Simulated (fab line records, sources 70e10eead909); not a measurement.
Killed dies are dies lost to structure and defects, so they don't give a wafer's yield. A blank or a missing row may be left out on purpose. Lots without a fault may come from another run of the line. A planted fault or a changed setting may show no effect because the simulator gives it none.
Which tool did it? | flow nand_harc | 11 lots, 33 wafers sampled, at 6 steps of a route of 1302

WHAT THE GAUGES READ, wafer by wafer
NHARC_P_M0_INSPECT_27. Usual: raw_defect_count 282, standard deviation 120.
lot  | measured     | on                | raw_defect_count | flag
L978 | day 6 06:44  | defect_inspect-01 | 149 267 170      |
L979 | day 6 12:43  | defect_inspect-02 | 214 348 168      |
L980 | day 6 18:56  | defect_inspect-02 | 375 533 321      |
L983 | day 8 03:08  | defect_inspect-01 | 444 237 196      |
L985 | day 9 04:54  | defect_inspect-01 | 152 228 208      |
L986 | day 10 03:38 | defect_inspect-01 | 262 203 202      |
L987 | day 10 03:55 | defect_inspect-01 | 153 360 203      |
L989 | day 10 19:40 | defect_inspect-02 | 351 297 180      |
L993 | day 12 06:50 | defect_inspect-02 | 492 475 579      |
L992 | day 12 09:31 | defect_inspect-01 | 343 261 226      |
L100 | day 15 19:27 | defect_inspect-02 | 313 324 209      |

NHARC_P_M1_CD_MEAS_09: target cd 130 nm. Usual: cd_nm 129.7 nm, standard deviation 0.55.
lot  | measured     | on        | cd_nm (nm)                          | flag
L978 | day 6 08:12  | cd_sem-03 | 130.5 130.7 130.3                   |
L979 | day 6 14:07  | cd_sem-01 | 130.1 130.2 130.4                   |
L980 | day 6 20:25  | cd_sem-01 | 128.7 129.4 128.8                   |
L983 | day 8 04:23  | cd_sem-01 | 129.2 128.7 129.6                   |
L985 | day 9 06:10  | cd_sem-02 | 129.6 129.9 129.8                   |
L986 | day 10 04:53 | cd_sem-03 | 129.5 129.4 129.9                   |
L987 | day 10 05:19 | cd_sem-01 | 129.9 129.6 129.0                   |
L989 | day 10 21:04 | cd_sem-01 | 130.6 130.1 130.2                   |
L993 | day 12 08:07 | cd_sem-02 | 128.8 127.5 128.1 128.6 127.6 127.8 |
L992 | day 12 10:55 | cd_sem-01 | 129.8 130.0 129.9                   |
L100 | day 15 20:51 | cd_sem-02 | 128.4 128.0 129.1                   |

NHARC_END_SORT_01. Usual: defect_limited_yield 91.9 %, standard deviation 2.2; killed_at_array 50, standard deviation 14; killed_at_other 0.9, standard deviation 1; killed_at_periphery 3.9, standard deviation 2.5; killed_dies 55, standard deviation 15; killed_open 3.5, standard deviation 1.9; killed_short 2.5, standard deviation 1.7; sort_bin_2_pct 3.0 %, standard deviation 1.1; sort_bin_3_pct 0.6 %, standard deviation 0.33; sort_bin_4_pct 4.6 %, standard deviation 1.1; sort_n_pass 622, standard deviation 15; sort_rim_yield_pct 90 %, standard deviation 3.8; sort_yield_pct 91.9 %, standard deviation 2.2.
lot  | measured     | on        | defect_limited_yield (%) | killed_at_array | killed_at_other | killed_at_periphery | killed_dies | killed_open | killed_short | sort_bin_2_pct (%) | sort_bin_3_pct (%) | sort_bin_4_pct (%) | sort_n_pass | sort_rim_yield_pct (%) | sort_yield_pct (%) | flag
L978 | day 24 02:50 | prober-02 | 93.4 91.0 91.3           | 41 54 56        | 1 0 1           | 3 7 2               | 45 61 59    | 4 5 4       | 1 1 5        | 3.2 3.0 2.8        | 0.1 1.0 0.7        | 3.2 5.0 5.2        | 632 616 618 | 87 92 93               | 93.4 91.0 91.3     |
L979 | day 24 23:26 | prober-02 | 92.5 92.0 91.6           | 47 51 53        | 0 0 0           | 4 3 4               | 51 54 57    | 4 4 3       | 1 3 3        | 2.8 3.1 2.8        | 0.4 1.0 0.9        | 4.3 3.8 4.7        | 626 623 620 | 89 85 87               | 92.5 92.0 91.6     |
L980 | day 25 07:10 | prober-01 | 92.3 92.6 92.9           | 50 46 44        | 1 0 1           | 1 4 3               | 52 50 48    | 1 4 1       | 1 1 1        | 3.2 2.7 3.0        | 0.3 0.6 0.3        | 4.1 4.1 3.8        | 625 627 629 | 90 83 92               | 92.3 92.6 92.9     |
L983 | day 26 09:47 | prober-01 | 92.0 93.5 94.7           | 54 39 36        | 0 0 0           | 0 5 0               | 54 44 36    | 3 3 2       | 2 2 2        | 3.5 2.7 2.4        | 0.9 0.3 0.1        | 3.5 3.5 2.8        | 623 633 641 | 95 95 92               | 92.0 93.5 94.7     |
L985 | day 27 07:17 | prober-01 | 88.6 91.9 87.7           | 71 47 69        | 1 0 1           | 5 8 13              | 77 55 83    | 3 4 2       | 2 4 0        | 4.1 3.0 5.3        | 1.0 0.4 1.3        | 6.2 4.7 5.6        | 600 622 594 | 85 88 90               | 88.6 91.9 87.7     |
L986 | day 29 00:21 | prober-01 | 93.2 92.2 92.0           | 44 50 50        | 0 3 2           | 2 0 2               | 46 53 54    | 1 6 4       | 5 1 3        | 3.1 2.7 3.7        | 0.4 0.6 0.3        | 3.2 4.6 4.0        | 631 624 623 | 97 92 92               | 93.2 92.2 92.0     |
L987 | day 29 00:16 | prober-02 | 92.8 93.5 92.2           | 47 40 53        | 0 0 0           | 2 4 0               | 49 44 53    | 3 7 4       | 1 0 3        | 1.6 2.2 2.1        | 0.7 0.4 0.7        | 4.9 3.8 5.0        | 628 633 624 | 93 92 93               | 92.8 93.5 92.2     |
L989 | day 28 15:40 | prober-02 | 93.4 94.2 95.7           | 43 35 25        | 1 1 2           | 1 3 2               | 45 39 29    | 5 4 1       | 2 3 2        | 2.4 1.6 0.7        | 0.3 0.1 0.4        | 4.0 4.0 3.1        | 632 638 648 | 91 98 90               | 93.4 94.2 95.7     |
L993 | day 29 22:13 | prober-02 | 91.6 90.5 92.8           | 49 55 45        | 1 1 1           | 7 8 3               | 57 64 49    | 4 5 3       | 6 1 0        | 3.4 2.5 2.1        | 0.6 0.9 0.3        | 4.4 6.1 4.9        | 620 613 628 | 92 92 90               | 91.6 90.5 92.8     |
L992 | day 29 22:16 | prober-01 | 90.8 89.4 88.6           | 56 66 66        | 0 0 2           | 6 6 9               | 62 72 77    | 5 10 3      | 2 0 6        | 2.8 4.1 3.5        | 0.4 1.2 0.4        | 5.9 5.3 7.4        | 615 605 600 | 90 89 92               | 90.8 89.4 88.6     |
L100 | day 34 06:47 | prober-02 | 91.3 89.5 92.5           | 58 69 48        | 0 0 0           | 1 2 3               | 59 71 51    | 1 1 1       | 1 1 3        | 3.5 4.1 3.8        | 1.3 1.3 0.6        | 3.8 5.0 3.1        | 618 606 626 | 92 86 89               | 91.3 89.5 92.5     |

WHICH TOOL RAN EACH LOT (tool, then ch and the chambers of the sampled wafers, then the start)
lot  | NHARC_P_M0_ETCH_34                 | NHARC_P_M0_PVD_21                       | NHARC_P_M1_EXPOSE_06
L978 | rie_diel-01 ch 1,2, day 6 02:22    | pvd_sputter-02, day 6 06:44 or earlier  | arfi_scanner-02 ch 0, day 6 08:04
L979 | rie_diel-05 ch 0,1,3, day 6 10:05  | pvd_sputter-02, day 6 12:43 or earlier  | arfi_scanner-03 ch 0, day 6 13:58
L980 | rie_diel-01 ch 1,3, day 6 16:32    | pvd_sputter-01, day 6 17:37             | arfi_scanner-03 ch 0, day 6 20:16
L983 | rie_diel-01 ch 2,3, day 8 00:02    | pvd_sputter-01, day 8 03:08 or earlier  | arfi_scanner-02 ch 0, day 8 04:14
L985 | rie_diel-01 ch 0,1,3, day 9 02:25  | pvd_sputter-03, day 9 04:54 or earlier  | arfi_scanner-01 ch 0, day 9 06:02
L986 | rie_diel-01 ch 0,1,2, day 10 01:13 | pvd_sputter-02, day 10 03:38 or earlier | arfi_scanner-01 ch 0, day 10 04:44
L987 | rie_diel-01 ch 1,2,3, day 10 01:32 | pvd_sputter-03, day 10 03:55 or earlier | arfi_scanner-02 ch 0, day 10 05:11
L989 | rie_diel-07 ch 1,2,3, day 10 16:43 | pvd_sputter-03, day 10 19:40 or earlier | arfi_scanner-02 ch 0, day 10 20:56
L993 | rie_diel-07 ch 1,3, day 12 04:25   | pvd_sputter-03, day 12 06:50 or earlier | arfi_scanner-02 ch 0, day 12 07:59
L992 | rie_diel-01 ch 1,2,3, day 12 07:07 | pvd_sputter-03, day 12 09:31 or earlier | arfi_scanner-01 ch 0, day 12 10:46
L100 | rie_diel-01 ch 0,3, day 15 17:04   | pvd_sputter-01, day 15 19:27 or earlier | arfi_scanner-02 ch 0, day 15 20:43
- NHARC_P_M0_ETCH_34: etches the open film in N2/H2, target depth 40 nm, overetch 12 nm, time 43.94 s.
- NHARC_P_M0_PVD_21: deposits Cu, target thk 30 nm, time 20.49 s.
- NHARC_P_M1_EXPOSE_06: exposes mask P M1, target cd 130 nm.

WHAT THE TOOLS THEMSELVES READ (means of the sampled wafers that have a number; where no wafer has one, the mark that the record gives instead)
NHARC_P_M0_ETCH_34. Usual: drypump_motor_current_A 5.9 A, standard deviation 0.33; n2_flow_sccm 150.0 sccm, standard deviation 0.41; oes_product_au 0.998 a.u., standard deviation 0.0079; rf_vpp_V 431.3 V, standard deviation 2.5; showerhead_plenum_p_Torr 2.07 Torr, standard deviation 0.088; throttle_valve_pct 14.172 %, standard deviation 0.0093.
lot  | tool        | drypump_motor_current_A (A) | n2_flow_sccm (sccm) | oes_product_au (a.u.) | rf_vpp_V (V) | showerhead_plenum_p_Torr (Torr) | throttle_valve_pct (%) | flag
L978 | rie_diel-01 | 5.8                         | 149.9               | 1.006                 | 431.9        | 2.12                            | 14.168                 |
L979 | rie_diel-05 | 6.0                         | 149.9               | 1.004                 | 432.5        | 2.11                            | 14.173                 |
L980 | rie_diel-01 | 5.7                         | 149.8               | 1.002                 | 430.5        | 2.03                            | 14.166                 |
L983 | rie_diel-01 | 5.7                         | 149.5               | 0.996                 | 429.4        | 1.99                            | 14.171                 |
L985 | rie_diel-01 | 5.8                         | 150.3               | 0.996                 | 431.0        | 2.10                            | 14.174                 |
L986 | rie_diel-01 | 5.9                         | 149.9               | 0.999                 | 432.7        | 2.12                            | 14.169                 |
L987 | rie_diel-01 | 5.8                         | 150.3               | 0.997                 | 430.7        | 2.05                            | 14.167                 |
L989 | rie_diel-07 | 6.0                         | 149.7               | 0.996                 | 430.8        | 2.07                            | 14.172                 |
L993 | rie_diel-07 | 6.2                         | 149.2               | 0.997                 | 432.0        | 2.11                            | 14.168                 |
L992 | rie_diel-01 | 5.8                         | 150.1               | 0.992                 | 430.8        | 2.05                            | 14.171                 |
L100 | rie_diel-01 | 5.9                         | 150.0               | 0.996                 | 432.9        | 2.11                            | 14.177                 |

NHARC_P_M0_PVD_21. Usual: throttle_valve_pct 30.1 %, standard deviation 0.8.
lot  | tool           | throttle_valve_pct (%) | flag
L978 | pvd_sputter-02 | 30.4                   |
L979 | pvd_sputter-02 | 30.4                   |
L980 | pvd_sputter-01 | 29.3                   |
L983 | pvd_sputter-01 | 29.5                   |
L985 | pvd_sputter-03 | 30.5                   |
L986 | pvd_sputter-02 | 30.6                   |
L987 | pvd_sputter-03 | 30.7                   |
L989 | pvd_sputter-03 | 30.6                   |
L993 | pvd_sputter-03 | 30.8                   |
L992 | pvd_sputter-03 | 31.0                   |
L100 | pvd_sputter-01 | 29.2                   |

NHARC_P_M1_EXPOSE_06. Usual: exposure_dose_mJ_cm2 81.79, standard deviation 0.087.
lot  | tool            | exposure_dose_mJ_cm2 | flag
L978 | arfi_scanner-02 | 81.78                |
L979 | arfi_scanner-03 | 81.80                |
L980 | arfi_scanner-03 | 81.74                |
L983 | arfi_scanner-02 | 81.75                |
L985 | arfi_scanner-01 | 81.84                |
L986 | arfi_scanner-01 | 81.72                |
L987 | arfi_scanner-02 | 81.79                |
L989 | arfi_scanner-02 | 81.66                |
L993 | arfi_scanner-02 | 80.37                | OFF
L992 | arfi_scanner-01 | 81.80                |
L100 | arfi_scanner-02 | 80.67                | OFF

THE ANSWER, worked out from the rows above alone
Rule: a lot is off if the mean of its wafers that have a number lies more than 3 standard deviations from the usual mean. A lot without any number at a reading at which 4 lots or more have one is off too. The other lots that the step has rows for count as sound. The gauges are gone through in route order, then the tools' own readings, and for those a lot's mean is taken as printed above. The first step at which some lot is off is used, and at that step the reading that is off furthest; a lot without a number counts as furthest.
Off: L993, L100, at NHARC_P_M1_EXPOSE_06 (exposure_dose_mJ_cm2).
A tool fits if, at that step or a process step before it, it ran every lot that is off, and no sound lot after the first of them. NHARC_P_M0_PVD_21 gives no start for some lots, so the hours and the order of its lots are those of NHARC_P_M0_INSPECT_27. One fits: arfi_scanner-02 at NHARC_P_M1_EXPOSE_06. Its last sound lot is L989 (day 10 20:56), its first lot that is off L993 (day 12 07:59): a fault that began between those two fits.
The tool's own readings at NHARC_P_M1_EXPOSE_06 bear it out: on the lots that are off they differ by more than 5 times the standard deviation of the sound lots' means. exposure_dose_mJ_cm2 reads 80.52 there against 81.76 on the sound lots.

WHAT THE SIMULATOR HAD PUT IN
Process parameter drift: arfi_scanner-02, from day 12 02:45 on, at NHARC_P_M1_EXPOSE_06. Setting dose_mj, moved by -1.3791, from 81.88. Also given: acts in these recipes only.
Lots struck among those shown: L993, L100. The rule above found the same.
